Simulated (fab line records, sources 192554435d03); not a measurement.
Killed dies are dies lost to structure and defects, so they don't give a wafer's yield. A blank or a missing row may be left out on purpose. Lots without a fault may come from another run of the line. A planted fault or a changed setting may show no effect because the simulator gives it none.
fab line records | flow n5_finfet
record lots=10 wafers=28 last_day=18
route steps=1938 shown ILD0@335 SDB@360 BEOL_M4@1111 PASSIVATION@1936
lots that met no fault: from a run of the same line without faults
start_h: hours from the record's first day to the start of the lot's first wafer shown | wait_h: hours since the lot's step before | " the same as in the row above | L1.1+2: a row that stands for several wafers | - no value, or no start given | * or withheld: withheld | < > ~ a bound
route shown NAME@n: a module of which the file shows steps, and the number in the route of the first | usual: mean/standard deviation of fault-free wafers | same: alike in all rows | chamber/n: place in a boat | sites: the reading at each site | _std_site: their standard deviation | _edge_site: outer sites' mean less inner sites' | radius_mm: how far each site lies from the wafer's centre | mask NAME#n: copy n | behind: the tool/chamber that last shaped the wafer | hold: why the lot was held/for how many hours/how that ended | device: the transistor (n, p or np) that didn't switch | end of line: the same wafers' tests at the end of the route | a step without rows: its recipe alone | killed: dies lost to structure and defects at the first sort, not the wafer's yield | map: a wafer's dies, x killed, . not, _ none there
set.NAME: the setting as run; set.NAME@STEP: as run at that earlier step | model.NAME: the simulator's own value behind a step, which no gauge read
steps of the route over a sample of lots; a table a step, a row a wafer
services: from which hour (start_h, from the record's first day; less than 0 if before it) a tool's chamber was out of use, for how many hours, and why
## steps
# step N5_ILD0_LINER_00
# recipe material=SiNx target_thk_a=40 temp_c=400 ald_precursor_family=SiH2I2 ald_co_reactant=N2/H2-plasma pulse_time_s=1 purge_time_s=2 co_reactant_purge_time_s=2 ald_cycles=80 pressure_torr=2
# usual heater_power_w=855/130 precursor_pulse_height_rel=0.998/0.021
# columns lot.wafer tool chamber start_h wait_h heater_power_w precursor_pulse_height_rel
L649.3 ald_sin-02 1 64.96 0.0 918 1.006
L649.4 " 0 " " 1093 1.008
L649.5 " 0 " " 1099 0.987
L652.1 ald_sin-02 0 82.87 0.0 1041 0.975
L652.3 " 1 " " 875 0.993
L652.4 " 2 " " 658 0.981
L654.2 ald_sin-02 2 92.32 0.1 650 1.022
L654.3 " 0 " " 1093 0.978
L654.4 " 3 " " 772 1.018
L660.3 ald_sin-01 0 135.23 0.0 881 0.996
L660.4 " 3 " " 951 1.001
L660.5 " 0 " " 901 0.978
L663.4 ald_sin-04 0 148.98 0.3 800 1.004
L663.5 " 1 " " 1032 1.014
L664.4 ald_sin-02 0 156.68 0.0 1075 0.966
L664.5 " 3 " " 750 0.993
L664.6 " 2 " " 647 0.980
L666.1 ald_sin-02 3 167.68 0.0 771 1.032
L666.5 " 3 " " 783 0.993
L667.1 ald_sin-02 1 175.74 0.0 914 1.025
L667.4 " 2 " " 643 1.012
L667.5 " 3 " " 762 0.988
L668.2 ald_sin-01 0 178.06 0.3 878 1.010
L668.3 " 1 " " 704 0.970
L668.4 " 1 " " 712 0.932
L671.2 ald_sin-04 2 197.39 0.2 758 0.992
L671.4 " 1 " " 1024 1.031
L671.5 " 0 " " 810 0.997
# step N5_ILD0_CMP_03
# recipe stop_on=SiNx t_overpolish_s=1.9 post_cmp_clean=alkaline_brush down_force_psi=4.1491 platen_rpm=51.796 pad_velocity_m_s=1.0306 target_thk_nm=197.38
# usual motor_current_A=12.8/1.8 overpolish_run_s=1.901/0.0085 time_to_endpoint_s=72/4.7
# columns lot.wafer tool chamber start_h wait_h motor_current_A overpolish_run_s time_to_endpoint_s
L649.3 cmp-01 0 67.39 0.1 12.4 1.899 68
L649.4 " 2 " " 15.0 1.900 72
L649.5 " 0 " " 13.1 1.904 66
L652.4 cmp-01 1 85.63 0.1 13.0 1.896 67
L652.3 " 2 " " 14.2 1.904 72
L652.1 " 3 " " 15.8 1.886 71
L654.2 cmp-04 0 95.06 0.0 12.1 1.903 81
L654.3 " 1 " " 11.4 1.899 80
L654.4 " 3 " " 10.7 1.903 72
L660.4 cmp-02 3 137.60 0.0 12.8 1.909 69
L660.3 " 0 " " 12.9 1.907 69
L660.5 " 3 " " 13.0 1.893 68
L663.4 cmp-04 2 151.14 0.0 11.9 1.917 70
L663.5 " 3 " " 11.5 1.912 65
L664.4 cmp-04 1 159.08 0.1 11.6 1.899 71
L664.6 " 0 " " 12.0 1.887 69
L664.5 " 1 " " 11.6 1.891 69
L666.1 cmp-01 2 170.05 0.0 15.9 1.902 72
L666.5 " 2 " " 14.6 1.899 71
L667.1 cmp-01 3 178.11 0.0 16.3 1.905 68
L667.4 " 1 " " 13.9 1.911 69
L667.5 " 0 " " 13.1 1.906 68
L668.2 cmp-01 0 180.47 0.1 12.4 1.893 67
L668.3 " 1 " " 13.3 1.887 65
L668.4 " 2 " " 14.6 1.912 75
L671.2 cmp-01 3 200.16 0.1 16.7 1.909 75
L671.4 " 1 " " 14.4 1.887 68
L671.5 " 3 " " 16.6 1.901 72
# step N5_ILD0_ALD_15
# recipe material=SiNx target_thk_a=240 temp_c=400 ald_precursor_family=SiH2I2 ald_co_reactant=N2/H2-plasma pulse_time_s=1 ald_cycles=480 purge_time_s=2 co_reactant_purge_time_s=2 pressure_torr=2
# usual heater_power_w=859/130 precursor_pulse_height_rel=1.002/0.02
# columns lot.wafer tool chamber start_h wait_h heater_power_w precursor_pulse_height_rel
L649.3 ald_sin-02 3 68.69 0.4 770 1.019
L649.4 " 2 " " 654 0.971
L649.5 " 0 69.77 1.2 1094 1.034
L652.1 ald_sin-02 1 87.35 1.0 909 0.976
L652.3 " 3 " " 758 1.000
L652.4 " 0 " " 1098 0.978
L654.2 ald_sin-02 0 96.41 0.5 1114 0.972
L654.3 " 2 " " 659 0.959
L654.4 " 1 " " 911 1.025
L660.3 ald_sin-02 3 139.05 0.5 771 1.020
L660.4 " 1 " " 914 1.015
L660.5 " 0 140.14 1.3 1108 1.003
L663.4 ald_sin-04 3 152.81 0.6 921 1.014
L663.5 " 1 153.89 1.5 1056 1.011
L664.4 ald_sin-02 2 160.38 0.2 653 0.991
L664.5 " 0 161.47 1.2 1080 1.026
L664.6 " 3 " " 765 0.991
L666.1 ald_sin-01 1 171.39 0.6 707 1.037
L666.5 " 0 172.47 1.2 894 1.001
L667.1 ald_sin-01 3 179.44 0.6 935 1.007
L667.4 " 2 " " 942 1.011
L667.5 " 1 180.53 1.2 725 0.992
L668.2 ald_sin-02 2 181.79 0.5 645 1.016
L668.3 " 0 " " 1122 1.001
L668.4 " 3 " " 758 0.995
L671.2 ald_sin-04 0 201.46 0.5 773 1.011
L671.4 " 1 " " 1011 1.011
L671.5 " 3 202.55 1.2 902 0.981
# step N5_SDB_ETCH_17
# recipe chemistry=CF4 target=SiARC target_depth_a=234 mask_material=CAR-ArF time_s=39 ion_energy_ev=80 pressure_mtorr=40 source_w=545 bias_w=36 Ar_flow_sccm=100 cf4_flow_sccm=100 ends=cleared
# usual bias_w=36.01/0.1 drypump_motor_current_A=5.6/0.43 etch_rf_on_time_s=39.1/1.3 oes_product_au=0.68/0.081 rf_vpp_V=184.1/0.98 showerhead_plenum_p_Torr=2.16/0.058 throttle_valve_pct=15.5/0.34
# columns lot.wafer tool chamber start_h wait_h bias_w drypump_motor_current_A etch_rf_on_time_s oes_product_au rf_hours_counter_h rf_vpp_V showerhead_plenum_p_Torr throttle_valve_pct
L649.3 rie_diel-02 0 71.93 0.0 36.00 6.2 38.0 0.61 234 185.0 2.11 16.2
L649.4 " 1 " " 36.00 5.4 39.2 0.73 39 183.9 2.08 15.0
L649.5 " 3 " " 36.09 6.1 40.8 0.62 - 184.1 2.13 15.7
L652.1 rie_diel-01 3 90.48 0.0 35.90 4.8 39.2 0.70 59 184.8 2.16 15.1
L652.3 " 1 " " 35.98 5.5 40.9 0.58 229 184.8 2.20 15.5
L652.4 " 0 " " 35.91 5.7 39.7 0.64 - 185.0 2.24 15.5
L654.2 rie_diel-02 3 99.54 0.0 36.04 6.1 40.6 0.61 166 182.5 2.13 15.7
L654.3 " 0 " " 36.05 6.2 38.1 0.61 245 184.7 2.10 16.2
L654.4 " 1 " " 35.84 5.4 39.0 0.73 - 183.6 2.08 15.0
L660.3 rie_diel-02 0 142.19 0.0 36.00 6.2 33.5 0.88 5 184.1 2.10 15.7
L660.4 " 3 " " 36.22 6.1 40.9 0.61 184 183.5 2.12 15.8
L660.5 " 2 " " 36.12 6.2 41.1 0.75 - 183.6 2.12 15.1
L663.4 rie_diel-04 3 155.81 0.0 36.05 5.6 36.6 0.62 239 185.0 2.21 15.9
L663.5 " 0 " " 36.14 5.8 39.9 0.57 - 182.9 2.11 16.0
L664.4 rie_diel-01 3 163.51 0.0 35.90 4.8 39.5 0.66 89 185.5 2.15 15.1
L664.5 " 1 " " 35.79 5.5 40.7 0.80 - 183.8 2.19 15.0
L664.6 " 2 " " 36.00 5.6 37.7 0.78 - 184.5 2.19 15.4
L666.1 rie_diel-01 0 174.56 0.0 36.09 5.6 39.7 0.62 173 185.3 2.22 15.6
L666.5 " 0 " " 36.04 5.6 39.7 0.62 - 184.7 2.22 15.6
L667.1 rie_diel-04 1 182.45 0.0 35.82 5.2 39.6 0.77 20 186.6 2.28 15.4
L667.4 " 0 " " 35.99 5.9 39.8 0.83 - 184.0 2.11 15.5
L667.5 " 2 " " 35.95 4.9 38.7 0.71 - 184.4 2.16 15.2
L668.2 rie_diel-01 1 185.54 0.0 36.00 5.5 40.0 0.77 11 183.1 2.18 15.0
L668.3 " 2 " " 36.09 5.6 37.7 0.77 29 184.2 2.18 15.4
L668.4 " 0 " " 36.11 5.6 39.5 0.62 178 184.5 2.22 15.6
L671.2 rie_diel-01 0 204.59 0.0 36.00 5.6 39.7 0.61 185 185.0 2.22 15.6
L671.4 " 3 " " 35.91 4.8 38.8 0.66 103 184.8 2.15 15.1
L671.5 " 2 " " 35.91 5.6 37.9 0.76 - 182.6 2.18 15.5
# step N5_BEOL_M4_RC_MEAS_101
# usual DIBL_N=36.2/2.2 DIBL_P=36.5/3 IOFF_N=0.16/0.039 IOFF_P=0.22/0.047 ION_N=675/15 ION_P=463/10 SS_N=71.6/0.71 SS_P=73.4/0.94 VT_N=250/3.6 VT_P=-250/3.9
# columns lot.wafer tool chamber start_h wait_h DIBL_N[mV/V] DIBL_P[mV/V] IOFF_N[nA/um] IOFF_P[nA/um] ION_N[uA/um] ION_P[uA/um] SS_N[mV/dec] SS_P[mV/dec] VT_N[mV] VT_P[mV]
L649.3 prober-01 0 167.53 0.3 36.4 33.6 0.14 0.17 661 450 71.7 72.8 251 -255
L649.4 " 0 " " 34.3 31.7 0.12 0.16 666 458 71.3 72.0 249 -254
L649.5 " 0 " " 34.3 31.1 0.12 0.14 654 450 71.8 72.2 251 -253
L652.1 prober-02 0 194.60 0.0 35.1 35.7 0.14 0.18 664 451 71.3 73.3 253 -254
L652.3 " 0 " " 35.4 37.1 0.15 0.21 678 468 71.5 73.0 250 -250
L652.4 " 0 " " 32.2 32.7 0.10 0.16 650 450 70.5 72.2 257 -253
L654.2 prober-02 0 200.96 0.2 35.2 36.0 0.16 0.22 676 464 71.9 74.0 249 -249
L654.3 " 0 " " 34.7 34.5 0.15 0.19 674 457 71.3 73.0 250 -249
L654.4 " 0 " " 38.8 40.0 0.24 0.31 690 474 73.3 75.5 243 -246
L660.3 prober-02 0 248.58 0.3 37.4 38.3 0.19 0.28 672 466 72.0 74.1 249 -246
L660.4 " 0 " " 36.6 35.0 0.16 0.21 664 459 71.3 73.4 251 -250
L660.5 " 0 " " 35.1 35.2 0.15 0.21 671 469 71.8 73.5 251 -249
L664.4 prober-02 0 272.44 0.5 36.4 37.1 0.15 0.20 681 471 71.8 73.2 253 -250
L664.5 " 0 " " 36.7 37.5 0.15 0.21 680 474 71.8 73.5 252 -250
L664.6 " 0 " " 33.9 33.5 0.12 0.16 657 453 70.7 72.0 254 -253
L663.4 prober-01 0 274.57 0.5 39.0 37.4 0.17 0.22 673 453 72.1 74.3 249 -251
L663.5 " 0 " " 39.0 38.4 0.19 0.25 692 470 71.7 74.8 248 -249
L666.1 prober-02 0 285.12 0.1 35.0 32.9 0.14 0.19 659 457 71.0 71.6 251 -249
L666.5 " 0 " " 40.5 40.7 0.26 0.32 702 479 73.5 74.1 244 -242
L668.2 prober-01 0 286.86 0.2 36.1 37.7 0.18 0.27 673 466 72.0 74.1 249 -245
L668.3 " 0 " " 34.7 35.3 0.15 0.22 683 473 71.0 73.4 249 -248
L668.4 " 0 " " 37.6 37.5 0.20 0.26 681 467 71.9 73.8 244 -247
L667.1 prober-02 0 289.62 0.0 32.2 32.2 0.12 0.19 669 476 70.6 71.6 251 -247
L667.4 " 0 " " 35.6 35.7 0.16 0.24 678 466 71.2 72.7 248 -244
L667.5 " 0 " " 36.5 37.0 0.18 0.29 686 475 71.6 73.8 244 -240
L671.2 prober-01 0 321.09 0.2 34.2 36.4 0.15 0.21 678 460 71.5 74.1 248 -249
L671.4 " 0 " " 36.0 37.1 0.18 0.22 682 462 71.9 73.2 246 -250
L671.5 " 0 " " 32.6 33.2 0.12 0.17 665 457 71.3 72.6 251 -254
# step N5_PASSIVATION_PROBE_49
# usual defect_limited_yield=91.5/1.5 killed_at_M0_to_M3=32/10 killed_at_M4_up=13/4.9 killed_at_contacts=13/6.1 killed_at_front_end=38/11 killed_at_other=3/3.2 killed_dies=101/18 killed_open=66/13 killed_short=32/8.3 sort_bin_4_leakage=0.00/0.018 sort_bin_5_function=5.0/1 sort_bin_6_memory=3.2/0.74 sort_n_pass=1078/22 sort_yield_pct=91.3/1.9
# same gross_dies=1180 killed_at_back_side=0 sort_bin_8_speed[%]=0
# columns lot.wafer tool chamber start_h wait_h defect_limited_yield[%] killed_at_M0_to_M3 killed_at_M4_up killed_at_contacts killed_at_front_end killed_at_other killed_dies killed_open killed_short sort_bin_4_leakage[%] sort_bin_5_function[%] sort_bin_6_memory[%] sort_n_pass sort_yield_pct[%]
L663.4 prober-01 - 386.55 0.2 90.8 27 20 15 44 2 108 67 41 0 4.7 4.2 1072 90.8
# killed by level:class
L663.4 FIN_SAQP:geometric_particle:short=11 FIN_SAQP:geometric_particle:open=11 MOL_CONTACT_COAG:geometric_particle:open=11 DUMMY_GATE:geometric_particle:open=7 BEOL_M0_SAQP:geometric_particle:short=5 BEOL_M3:geometric_particle:open=5 MOL_CONTACT_COAG:geometric_particle:short=4 BEOL_M0:geometric_particle:short=4
## services
# columns tool chamber start_h hours kind
cmp-04 - 51.19 2.3 repair
cmp-01 - 55.84 2.4 repair
ald_sin-01 0 56.98 3.5 repair
rie_diel-01 2 80.94 - clean
rie_diel-01 2 80.94 - consumable_replace:focus_ring
rie_diel-04 2 84.75 13.7 repair
cmp-04 - 85.76 1.3 repair
ald_sin-01 - 86.31 14.0 pm
cmp-02 - 105.34 8.4 pm
cmp-01 - 110.09 5.6 pm
rie_diel-01 0 114.92 6.0 repair
ald_sin-01 0 116.62 14.9 repair
cmp-04 - 117.45 1.1 repair
cmp-02 - 120.21 4.8 pm
cmp-04 - 121.91 4.0 pm
cmp-02 - 125.63 1.4 repair
cmp-01 - 135.99 0.7 repair
cmp-04 - 138.52 3.1 repair
cmp-02 - 152.67 0.9 repair
cmp-04 - 163.46 1.9 repair
ald_sin-04 0 164.70 5.0 repair
rie_diel-04 1 173.76 7.8 repair
ald_sin-02 - 181.32 0.4 repair
ald_sin-01 0 201.35 5.4 repair
## key
first_sign step=N5_SDB_ETCH_17 reading=etch_rf_on_time_s direction=down sigmas=4.2 usual=* struck=*
effect none on later readings
met_at N5_SDB_ETCH_17
struck_lots L660
struck_wafers L660.3
baseline_loss step=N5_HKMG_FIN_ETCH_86 wafers=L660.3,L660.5
not_acting_at N5_ILD0_LINER_00,N5_ILD0_CMP_03,N5_ILD0_ALD_15
onset_between 99.54 142.19
fault kind=process_parameter_drift tool=rie_diel-02 chamber=0 onset_h=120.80 steps=N5_SDB_ETCH_17 channel=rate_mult offset=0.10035 shape=step end_h=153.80
# baseline_loss: these wafers lose ten dies or more at that step, a loss of the line's own and not of a fault; the sort's usual values leave them out
